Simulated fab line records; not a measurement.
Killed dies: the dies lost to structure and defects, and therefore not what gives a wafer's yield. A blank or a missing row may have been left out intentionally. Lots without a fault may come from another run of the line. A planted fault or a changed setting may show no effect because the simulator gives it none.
Chamber matching	flow nand-harc	pecvd-02 running NHARC_A_SGD_CUT_DEP_00: 3 sister chambers
The step deposits SiNx, target thk 50 nm. 6 wafers are shown with their chamber, then 8 later ones without.

EACH WAFER AND ITS CHAMBER
wafer	chamber	heater-power-w (W)
L081.3	0	713
L088.6	0	668
L089.2	1	730
L089.4	2	798
L089.5	1	730
L090.2	2	822

WAFERS WITHOUT THEIR CHAMBER
wafer	heater-power-w (W)
L090.5	619
L090.6	830
L093.4	713
L093.5	845
L093.6	639
L096.1	687
L096.4	653
L096.6	813

WHICH CHAMBER EACH ONE RAN IN
wafer	from the rows above	in truth
L090.5	can't be placed: 0 or 1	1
L090.6	2	2
L093.4	can't be placed: 1 or 0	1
L093.5	2	2
L093.6	can't be placed: 0 or 1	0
L096.1	can't be placed: 0 or 1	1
L096.4	can't be placed: 0 or 1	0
L096.6	2	2
Correctly placed: 3 of 8. Not placeable from these rows: 5 (in 5, the candidates include the true chamber). Placed wrongly: 0.
How it was worked out, from the rows above alone: a wafer's distance from a chamber is the root of the sum, over the readings, of the square of ((its reading less the chamber's mean) divided by the reading's scatter). The wafer belongs to the nearest chamber; if the next one is less than 2 further off, it can't be placed. Each chamber's mean is taken over the wafers shown for it. How the scatter is found: for the shown wafers, subtract from each reading the mean of its chamber, square and add these, divide the total by (wafers less chambers), then take the root.
